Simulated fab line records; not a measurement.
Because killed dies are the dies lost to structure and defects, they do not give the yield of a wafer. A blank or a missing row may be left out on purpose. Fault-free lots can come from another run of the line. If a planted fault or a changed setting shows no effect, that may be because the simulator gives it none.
fab line records    flow n5-finfet
record: lots: 6  wafers: 17  last-day: 16
route steps=1938 shown BEOL_M1@785 BEOL_M4@1111
lots that met no fault: from a run of the same line without faults
start-h: hours from the record's opening day to when the first of the lot's shown wafers began    wait-h: hours elapsed since this lot's preceding step    " repeats the value in the row above    L1.1+2: a row that stands for several wafers    - no value present, or no start provided    * or withheld: withheld    < > ~ a bound
route shown NAME@n: names a module that has steps shown in the file, with the first one's number in the route    usual: mean/standard deviation of fault-free wafers    same: alike in all rows    chamber/n: place in a boat    sites: readings site by site    _std_site: standard deviation across them    _edge_site: the outer-site mean with the inner-site mean subtracted    radius-mm: for every site, how far away it sits from the centre of the wafer    mask NAME#n: copy n    behind: the last tool/chamber to shape the wafer    hold: why the lot was held/for how many hours/how that ended    device: the n, p or np transistor that did not switch    end of line: at the end of the route, the tests of the same wafers    a step with no rows: only its recipe    killed: the dies lost at the first sort to structure and to defects; this is not the yield of the wafer    map: the dies of a wafer, with x for killed, . for not killed, _ for no die there
set.NAME: setting as actually run; set.NAME@STEP: the setting as run at that earlier step    model.NAME: the simulator's own value behind a step, which no gauge read
lots at some steps of the route; a table a step, a row a wafer
services: when a tool's chamber went out of use (start-h, in hours from the record's first day, below 0 if earlier), for how many hours, and the reason
== steps ==
step: N5_BEOL_M1_DEVELOP_27
recipe: develop-time-s: 30  developer: TMAH  resist: CAR-EUV  rinse-liquid: surfactant-rinse  dry: air-spin  dev-temp-c: 23
step: N5_BEOL_M1_CD_MEAS_28
recipe: landing-energy-ev: 500  detector: se-inlens  target-cd-y-nm: 23.3
usual: cd-nm: 23.99/0.24
lot.wafer  tool       chamber  start-h  wait-h  cd-nm
L824.1     cd-sem-01  0        154.43   -       24.20
L824.4     "          0        "        "       24.11
L824.5     "          0        "        "       24.54
L825.2     cd-sem-02  0        164.75   -       24.27
L825.4     "          0        "        "       24.33
L825.5     "          0        "        "       24.18
L826.1     cd-sem-02  0        172.49   -       24.09
L826.4     "          0        "        "       23.76
L826.5     "          0        "        "       23.99
L830.1     cd-sem-03  0        189.71   -       24.40
L830.5     "          0        "        "       23.79
L830.6     "          0        "        "       24.28
L836.3     cd-sem-03  0        227.64   -       24.05
L836.5     "          0        "        "       24.50
L836.6     "          0        "        "       24.07
L837.2     cd-sem-03  0        239.65   -       23.84
L837.5     "          0        "        "       23.92
step: N5_BEOL_M1_OVL_MEAS_29
recipe: points-per-wafer: 522
usual: V0_OVL: 0.3/0.64
lot.wafer  tool        chamber  start-h  wait-h  V0_OVL[nm]
L824.1     overlay-02  0        154.46   0.0     -0.3
L824.4     "           0        "        "       -1.0
L824.5     "           0        "        "       0.0
L825.2     overlay-02  0        164.78   0.0     0.1
L825.4     "           0        "        "       0.3
L825.5     "           0        "        "       1.1
L826.1     overlay-02  0        172.52   0.0     -0.1
L826.4     "           0        "        "       0.8
L826.5     "           0        "        "       0.4
L830.1     overlay-01  0        189.74   0.0     -0.8
L830.5     "           0        "        "       -0.4
L830.6     "           0        "        "       -0.2
L836.3     overlay-02  0        227.68   0.0     0.5
L836.5     "           0        "        "       0.7
L836.6     "           0        "        "       0.1
L837.2     overlay-02  0        239.68   0.0     0.1
L837.5     "           0        "        "       1.4
step: N5_BEOL_M1_INSPECT_30
recipe: mode: adi  inspect-instrument: brightfield
usual: raw-defect-count: 440/110
lot.wafer  tool               chamber  start-h  wait-h  raw-defect-count
L824.1     defect-inspect-01  -        154.51   0.1     555
L824.4     "                  -        "        "       385
L824.5     "                  -        "        "       338
L825.2     defect-inspect-01  -        164.84   0.0     435
L825.4     "                  -        "        "       558
L825.5     "                  -        "        "       515
L826.1     defect-inspect-02  -        172.58   0.1     343
L826.4     "                  -        "        "       318
L826.5     "                  -        "        "       410
L830.1     defect-inspect-01  -        189.80   0.1     310
L830.5     "                  -        "        "       568
L830.6     "                  -        "        "       469
L836.3     defect-inspect-02  -        227.72   0.0     407
L836.5     "                  -        "        "       381
L836.6     "                  -        "        "       302
L837.2     defect-inspect-01  -        239.74   0.0     487
L837.5     "                  -        "        "       533
step: N5_BEOL_M1_DESCUM_33
recipe: chemistry: O2  time-s: 7  source-power-w: 50  bias-power-w: 20  pressure-mtorr: 20  rf-frequency-hz: 2.712e+07  temp-c: 40  resist: CAR-EUV  o2-flow-sccm: 225
usual: chamber-pressure-mTorr: 20.001/0.017  drypump-motor-current-A: 5.7/0.32  oes-product-au: 0.76/0.078  rf-vpp-V: 243.1/1.3  showerhead-plenum-p-Torr: 2.09/0.073  throttle-valve-pct: 20.50/0.19
lot.wafer  tool         chamber  start-h  wait-h  chamber-pressure-mTorr  drypump-motor-current-A  oes-product-au  rf-hours-counter-h  rf-vpp-V  showerhead-plenum-p-Torr  throttle-valve-pct
L824.1     rie-diel-03  1        154.55   0.0     19.994                  6.2                      0.71            182                 241.0     2.00                      20.65
L824.4     "            0        "        "       19.968                  5.4                      0.72            -                   242.8     2.06                      20.47
L824.5     "            3        "        "       20.002                  5.2                      0.75            -                   242.5     2.08                      20.43
L825.2     rie-diel-05  1        164.87   0.0     19.982                  5.7                      0.74            156                 242.9     2.07                      19.99
L825.4     "            0        "        "       20.054                  5.8                      0.77            139                 241.2     2.02                      20.69
L825.5     "            2        "        "       19.986                  5.6                      0.85            -                   242.7     2.12                      20.19
L826.1     rie-diel-06  3        172.61   0.0     20.025                  5.8                      0.92            36                  242.4     2.14                      20.70
L826.4     "            2        "        "       20.001                  5.5                      0.70            207                 242.6     2.08                      20.46
L826.5     "            3        "        "       20.012                  5.8                      0.91            -                   243.0     2.14                      20.68
L830.1     rie-diel-03  2        189.84   0.0     19.982                  5.5                      0.90            9                   244.5     2.25                      20.38
L830.5     "            2        "        "       20.018                  5.6                      0.92            -                   244.3     2.25                      20.38
L830.6     "            3        "        "       20.013                  5.2                      0.73            -                   243.4     2.07                      20.44
L836.3     rie-diel-06  1        227.76   0.0     20.025                  5.9                      0.73            185                 244.8     2.19                      20.64
L836.5     "            1        "        "       20.007                  5.9                      0.72            -                   244.9     2.19                      20.65
L836.6     "            0        "        "       19.997                  5.8                      0.72            -                   243.6     2.09                      20.71
L837.2     rie-diel-06  1        239.77   0.0     20.005                  5.9                      0.71            189                 244.5     2.19                      20.64
L837.5     "            1        "        "       20.004                  5.9                      0.71            -                   244.1     2.19                      20.65
step: N5_BEOL_M1_ETCH_77
recipe: chemistry: N2/H2  target: underlayer  target-depth-a: 65  mask-material: CAR-EUV  time-s: 5.2  ion-energy-ev: 200  pressure-mtorr: 30  source-w: 840  bias-w: 150  n2-flow-sccm: 200  h2-flow-sccm: 200  ends: cleared
usual: chamber-pressure-mTorr: 29.99/0.04  drypump-motor-current-A: 5.7/0.32  etch-rf-on-time-s: 5.15/0.15  oes-product-au: 0.65/0.065  rf-vpp-V: 523.8/2.6  showerhead-plenum-p-Torr: 2.55/0.087  throttle-valve-pct: 17.96/0.17
lot.wafer  tool         chamber  start-h  wait-h  chamber-pressure-mTorr  drypump-motor-current-A  etch-rf-on-time-s  oes-product-au  rf-hours-counter-h  rf-vpp-V  showerhead-plenum-p-Torr  throttle-valve-pct
L824.1     rie-diel-03  1        154.58   0.0     30.05                   6.3                      5.10               0.63            182                 520.6     2.43                      18.07
L824.4     "            0        "        "       29.94                   5.4                      5.30               0.61            -                   524.6     2.53                      18.14
L824.5     "            3        "        "       30.02                   5.3                      5.18               0.63            -                   524.4     2.54                      18.04
L825.2     rie-diel-05  1        164.91   0.0     29.97                   5.7                      5.05               0.64            156                 525.5     2.53                      17.56
L825.4     "            0        "        "       29.97                   5.8                      4.97               0.66            139                 520.7     2.44                      17.95
L825.5     "            2        "        "       29.97                   5.6                      4.84               0.76            -                   524.8     2.58                      17.65
L826.1     rie-diel-06  3        172.65   0.0     29.97                   5.8                      5.12               0.77            36                  523.9     2.59                      17.99
L826.4     "            2        "        "       29.99                   5.5                      5.40               0.59            207                 524.9     2.53                      17.89
L826.5     "            3        "        "       29.99                   5.8                      5.09               0.78            -                   525.8     2.60                      18.02
L830.1     rie-diel-03  2        189.87   0.0     30.04                   5.5                      5.13               0.78            9                   528.5     2.72                      17.65
L830.5     "            2        "        "       30.04                   5.5                      5.10               0.79            -                   526.0     2.72                      17.63
L830.6     "            3        "        "       30.01                   5.2                      5.17               0.63            -                   524.2     2.53                      18.06
L836.3     rie-diel-06  1        227.79   0.0     29.98                   5.9                      5.31               0.61            185                 525.1     2.64                      18.02
L836.5     "            1        "        "       29.96                   5.9                      5.37               0.61            -                   526.4     2.64                      18.04
L836.6     "            0        "        "       30.02                   5.8                      5.17               0.61            -                   523.7     2.52                      18.03
L837.2     rie-diel-06  1        239.80   0.0     30.04                   5.9                      5.28               0.62            189                 527.3     2.64                      18.04
L837.5     "            1        "        "       30.06                   5.9                      5.28               0.62            -                   525.6     2.64                      18.03
step: N5_BEOL_M1_ETCH_69
recipe: chemistry: CF4  target: SiARC  target-depth-a: 156  mask-material: CAR-EUV  time-s: 26  ion-energy-ev: 80  pressure-mtorr: 40  source-w: 545  bias-w: 36  Ar_flow_sccm: 100  cf4-flow-sccm: 100  ends: cleared
usual: chamber-pressure-mTorr: 40.00/0.037  drypump-motor-current-A: 5.7/0.32  etch-rf-on-time-s: 25.7/0.72  oes-product-au: 0.66/0.064  rf-vpp-V: 184.2/1.2  showerhead-plenum-p-Torr: 2.15/0.066  throttle-valve-pct: 15.70/0.17
lot.wafer  tool         chamber  start-h  wait-h  chamber-pressure-mTorr  drypump-motor-current-A  etch-rf-on-time-s  oes-product-au  rf-hours-counter-h  rf-vpp-V  showerhead-plenum-p-Torr  throttle-valve-pct
L824.1     rie-diel-03  1        154.60   0.0     39.99                   6.2                      25.1               0.62            182                 182.8     2.06                      15.82
L824.4     "            0        "        "       39.99                   5.4                      26.2               0.61            -                   186.0     2.13                      15.75
L824.5     "            3        "        "       39.92                   5.2                      25.7               0.64            -                   184.9     2.15                      15.70
L825.2     rie-diel-05  1        164.92   0.0     40.00                   5.7                      25.7               0.63            156                 186.2     2.14                      15.35
L825.4     "            0        "        "       40.05                   5.8                      24.3               0.67            139                 183.2     2.07                      15.92
L825.5     "            2        "        "       40.01                   5.6                      24.5               0.76            -                   184.8     2.17                      15.43
L826.1     rie-diel-06  3        172.66   0.0     39.96                   5.8                      25.6               0.77            36                  184.8     2.18                      15.66
L826.4     "            2        "        "       39.97                   5.5                      26.8               0.59            207                 184.3     2.12                      15.58
L826.5     "            3        "        "       40.01                   5.8                      25.5               0.78            -                   184.0     2.17                      15.68
L830.1     rie-diel-03  2        189.89   0.0     39.99                   5.5                      25.5               0.79            9                   184.5     2.28                      15.41
L830.5     "            2        "        "       40.05                   5.5                      25.8               0.79            -                   185.2     2.28                      15.42
L830.6     "            3        "        "       40.01                   5.2                      25.4               0.64            -                   184.2     2.14                      15.74
L836.3     rie-diel-06  1        227.81   0.0     39.97                   5.9                      26.6               0.62            185                 185.8     2.22                      15.80
L836.5     "            1        "        "       39.97                   5.9                      26.6               0.62            -                   184.7     2.22                      15.79
L836.6     "            0        "        "       39.96                   5.8                      25.4               0.62            -                   184.9     2.15                      15.91
L837.2     rie-diel-06  1        239.82   0.0     40.03                   5.9                      26.1               0.62            189                 184.7     2.22                      15.80
L837.5     "            1        "        "       40.02                   5.9                      26.2               0.62            -                   185.7     2.22                      15.79
step: N5_BEOL_M1_ALD_98
recipe: material: SiO2  target-thk-a: 25  temp-c: 100  ald-precursor-family: BDEAS  ald-co-reactant: O2-plasma  pulse-time-s: 1  co-reactant-pulse-time-s: 1  purge-time-s: 2  co-reactant-purge-time-s: 2  ald-cycles: 17  pressure-torr: 2
usual: heater-power-w: 74/8.3  precursor-pulse-height-rel: 0.998/0.021
lot.wafer  tool        chamber  start-h  wait-h  heater-power-w  precursor-pulse-height-rel
L824.1     ald-sin-03  1        154.68   0.1     79              1.030
L824.4     "           3        "        "       73              1.033
L824.5     "           2        "        "       75              0.995
L825.2     ald-sin-01  0        165.00   0.1     67              1.003
L825.4     "           2        "        "       92              1.004
L825.5     "           0        "        "       67              0.954
L826.1     ald-sin-04  0        172.75   0.1     86              1.032
L826.4     "           2        "        "       76              0.996
L826.5     "           1        "        "       76              1.033
L830.1     ald-sin-03  3        190.29   0.4     72              1.019
L830.5     "           1        "        "       82              0.967
L830.6     "           3        "        "       73              1.023
L836.3     ald-sin-01  0        227.89   0.1     67              1.009
L836.5     "           0        "        "       65              0.964
L836.6     "           1        "        "       64              0.981
L837.2     ald-sin-03  3        239.90   0.1     74              0.996
L837.5     "           3        "        "       72              0.963
step: N5_BEOL_M1_ETCHBACK_99
recipe: chemistry: CHF3  target: SiO2  target-depth-a: 50  time-s: 10.4  source-w: 215  bias-w: 47  Ar_flow_sccm: 200  CHF3_flow_sccm: 12  ion-energy-ev: 100  pressure-mtorr: 30
usual: chamber-pressure-mTorr: 29.997/0.029  drypump-motor-current-A: 5.76/0.24  oes_ar_750_au: 0.77/0.073  oes-product-au: 0.77/0.078  rf-vpp-V: 241/4.7  showerhead-plenum-p-Torr: 2.16/0.064  throttle-valve-pct: 17.14/0.18
lot.wafer  tool         chamber  start-h  wait-h  chamber-pressure-mTorr  drypump-motor-current-A  oes_ar_750_au  oes-product-au  rf-hours-counter-h  rf-vpp-V  showerhead-plenum-p-Torr  throttle-valve-pct
L824.1     rie-diel-06  2        159.60   4.9     29.989                  5.53                     0.70           0.70            203                 240       2.12                      16.95
L824.4     "            0        "        "       30.021                  5.85                     0.74           0.73            145                 235       2.15                      17.29
L824.5     "            0        "        "       29.969                  5.85                     0.75           0.73            -                   235       2.15                      17.28
L825.2     rie-diel-05  2        170.09   5.0     30.028                  5.59                     0.87           0.88            52                  240       2.19                      16.90
L825.4     "            3        "        "       29.979                  6.12                     0.89           0.91            10                  250       2.29                      17.10
L825.5     "            3        "        "       29.997                  6.13                     0.89           0.92            -                   251       2.29                      17.11
L826.1     rie-diel-06  3        175.13   2.3     29.969                  5.80                     0.90           0.93            36                  236       2.20                      17.21
L826.4     "            0        "        "       29.976                  5.85                     0.74           0.74            150                 235       2.15                      17.29
L826.5     "            3        "        "       29.989                  5.81                     0.90           0.91            -                   236       2.20                      17.22
L830.1     rie-diel-05  2        190.90   0.6     29.988                  5.61                     0.86           0.86            59                  240       2.18                      16.93
L830.5     "            0        "        "       30.035                  5.82                     0.78           0.77            -                   238       2.06                      17.30
L830.6     "            3        "        "       29.949                  6.11                     0.89           0.90            -                   249       2.29                      17.11
L836.3     rie-diel-06  0        234.70   6.8     29.982                  5.84                     0.72           0.73            168                 235       2.14                      17.32
L836.5     "            0        "        "       30.011                  5.82                     0.73           0.73            -                   234       2.14                      17.33
L836.6     "            3        "        "       29.968                  5.77                     0.87           0.88            -                   237       2.19                      17.25
L837.2     rie-diel-06  0        241.18   1.2     29.966                  5.81                     0.73           0.72            170                 235       2.14                      17.32
L837.5     "            0        "        "       30.026                  5.83                     0.72           0.73            -                   236       2.14                      17.33
step: N5_BEOL_M1_ETCH_70
recipe: chemistry: N2/H2  target: SOC  target-depth-a: 800  overetch-a: 160  mask-material: SiARC  temp-c: 40  time-s: 120  ion-energy-ev: 200  pressure-mtorr: 30  source-w: 840  bias-w: 150  n2-flow-sccm: 200  h2-flow-sccm: 200
step: N5_BEOL_M1_STRIP_71
recipe: chemistry: N2/H2  temp-c: 40  n2-flow-sccm: 200  h2-flow-sccm: 200  rf-frequency-hz: 6e+07
step: N5_BEOL_M1_STRIP_78
recipe: chemistry: N2/H2  temp-c: 40  n2-flow-sccm: 200  h2-flow-sccm: 200  rf-frequency-hz: 6e+07
step: N5_BEOL_M1_VIA_ETCH_34
recipe: chemistry: C4F6/O2  target-depth-a: 678  mask-material: SOC  pressure-mtorr: 15  ion-energy-ev: 250  taper-deg: 4  time-s: 64.4  source-w: 350  bias-w: 170  Ar_flow_sccm: 300  C4F6_flow_sccm: 10  O2_flow_sccm: 10
usual: chamber-pressure-mTorr: 14.999/0.014  drypump-motor-current-A: 5.77/0.24  oes_ar_750_au: 0.77/0.073  oes-product-au: 0.77/0.077  rf-vpp-V: 666/13  showerhead-plenum-p-Torr: 2.85/0.08  throttle-valve-pct: 30.8/0.3
lot.wafer  tool         chamber  start-h  wait-h  chamber-pressure-mTorr  drypump-motor-current-A  oes_ar_750_au  oes-product-au  rf-hours-counter-h  rf-vpp-V  showerhead-plenum-p-Torr  throttle-valve-pct  model.etch.depth-nm  model.SOC_of_BEOL_M1_COAT_67.thk-nm
L824.1     rie-diel-06  2        159.74   0.0     14.996                  5.53                     0.69           0.70            203                 665       2.80                      30.6                66.11                52
L824.4     "            0        "        "       14.996                  5.84                     0.75           0.74            145                 650       2.84                      31.1                67.46                51.8
L824.5     "            0        "        "       14.994                  5.84                     0.75           0.74            -                   647       2.84                      31.1                66.8                 51.8
L825.2     rie-diel-05  2        170.23   0.0     14.997                  5.58                     0.87           0.87            52                  665       2.88                      30.6                69.89                51.6
L825.4     "            3        "        "       15.020                  6.13                     0.90           0.91            10                  690       3.02                      31.0                66.81                52
L825.5     "            3        "        "       14.977                  6.12                     0.91           0.91            -                   690       3.02                      31.0                66.56                52
L826.1     rie-diel-06  3        175.26   0.0     15.020                  5.81                     0.90           0.90            36                  658       2.90                      31.1                69.37                51.6
L826.4     "            0        "        "       15.017                  5.86                     0.75           0.74            150                 649       2.84                      31.1                67.3                 52
L826.5     "            3        "        "       15.011                  5.84                     0.90           0.91            -                   657       2.90                      31.1                69.49                51.6
L830.1     rie-diel-05  2        191.04   0.0     14.971                  5.55                     0.87           0.87            59                  664       2.88                      30.6                70.38                51.6
L830.5     "            0        "        "       14.985                  5.86                     0.78           0.77            -                   657       2.73                      30.9                69.83                51.8
L830.6     "            3        "        "       14.996                  6.13                     0.89           0.89            -                   688       3.02                      31.0                66.8                 52.2
L836.3     rie-diel-06  0        234.84   0.0     14.988                  5.84                     0.73           0.72            168                 649       2.83                      31.1                67.1                 51.8
L836.5     "            0        "        "       14.998                  5.82                     0.73           0.72            -                   650       2.83                      31.1                67.02                51.6
L836.6     "            3        "        "       15.001                  5.81                     0.88           0.76            -                   657       2.89                      31.1                54.27                53.4
L837.2     rie-diel-06  0        241.31   0.0     14.992                  5.82                     0.73           0.63            170                 648       2.83                      31.1                54.17                53.4
L837.5     "            0        "        "       15.001                  5.82                     0.73           0.72            -                   647       2.83                      31.1                67.56                52
step: N5_BEOL_M1_STRIP_83
recipe: chemistry: C4F6/O2  resist: SiARC  rf-frequency-hz: 6e+07
step: N5_BEOL_M4_RC_MEAS_101
usual: DIBL_N: 36.6/2.1  DIBL_P: 36.3/2.2  IOFF_N: 0.16/0.036  IOFF_P: 0.21/0.038  ION_N: 671/12  ION_P: 460/7.5  SS_N: 71.8/0.72  SS_P: 73.3/0.72  VT_N: 250/3.2  VT_P: -250/3.5
lot.wafer  tool       chamber  start-h  wait-h  DIBL_N[mV/V]  DIBL_P[mV/V]  IOFF_N[nA/um]  IOFF_P[nA/um]  ION_N[uA/um]  ION_P[uA/um]  SS_N[mV/dec]  SS_P[mV/dec]  VT_N[mV]  VT_P[mV]
L824.1     prober-01  0        196.04   0.0     38.6          37.8          0.19           0.24           677           463           72.5          74.3          251       -250
L824.4     "          0        "        "       37.7          37.5          0.18           0.24           692           470           72.0          74.0          249       -250
L824.5     "          0        "        "       35.0          33.6          0.13           0.18           662           456           71.8          72.8          253       -253
L826.1     prober-01  0        208.95   0.0     34.1          33.5          0.14           0.18           662           451           70.5          73.2          252       -253
L826.4     "          0        "        "       34.2          35.0          0.14           0.20           673           466           70.8          72.8          251       -253
L826.5     "          0        "        "       33.3          33.0          0.13           0.18           665           458           70.1          72.7          251       -253
L825.2     prober-02  0        212.71   0.2     40.5          39.7          0.24           0.29           704           478           71.8          74.3          242       -245
L825.4     "          0        "        "       37.3          36.8          0.15           0.24           663           464           72.6          73.3          251       -247
L825.5     "          0        "        "       36.8          36.2          0.15           0.24           663           458           71.6          73.5          249       -248
L830.1     prober-01  0        227.04   0.0     38.6          38.7          0.20           0.24           673           466           72.2          73.7          247       -247
L830.5     "          0        "        "       36.8          36.3          0.17           0.21           682           465           71.4          73.0          246       -249
L830.6     "          0        "        "       38.1          38.7          0.19           0.25           665           456           72.6          73.9          247       -248
L836.3     prober-02  0        275.32   0.3     33.5          34.4          0.12           0.17           661           449           71.8          71.9          253       -254
L836.5     "          0        "        "       36.6          37.1          0.17           0.21           667           452           71.8          74.0          251       -250
L836.6     "          0        "        "       34.3          34.8          0.14           0.18           676           463           71.0          72.6          250       -251
L837.2     prober-01  0        279.81   0.2     36.2          35.8          0.13           0.17           669           456           71.2          73.1          252       -254
L837.5     "          0        "        "       36.2          36.4          0.13           0.18           672           461           70.8          73.5          253       -254
== services ==
tool         chamber  start-h  hours  kind
ald-sin-03   0        143.95   2.6    repair
rie-diel-05  2        147.57   7.4    repair
ald-sin-04   -        176.75   14.0   pm
ald-sin-04   0        176.75   14.0   vent-cycle
ald-sin-04   1        176.75   14.0   vent-cycle
ald-sin-04   2        176.75   14.0   vent-cycle
ald-sin-04   3        176.75   14.0   vent-cycle
ald-sin-01   -        179.83   6.1    pm
ald-sin-04   0        190.75   -      clean
ald-sin-04   1        190.75   -      clean
ald-sin-04   2        190.75   -      clean
ald-sin-04   3        190.75   -      clean
ald-sin-04   3        191.51   5.3    repair
rie-diel-03  2        214.25   38.8   repair
ald-sin-03   1        238.22   2.6    repair
== key ==
first-sign none at tools or gauges
model-effect: step: N5_BEOL_M1_VIA_ETCH_34  value: etch.depth-nm  without: 67.94  struck: 54.22
met-at N5_BEOL_M1_VIA_ETCH_34
struck-wafers L836.6,L837.2
onset-between 175.26 234.84
fault: kind: process-parameter-drift  tool: rie-diel-06  chamber: -  onset-h: 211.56  steps: N5_BEOL_M1_VIA_ETCH_34  channel: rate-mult  offset: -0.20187  shape: step  end-h: 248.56  scope: struck-wafers-only
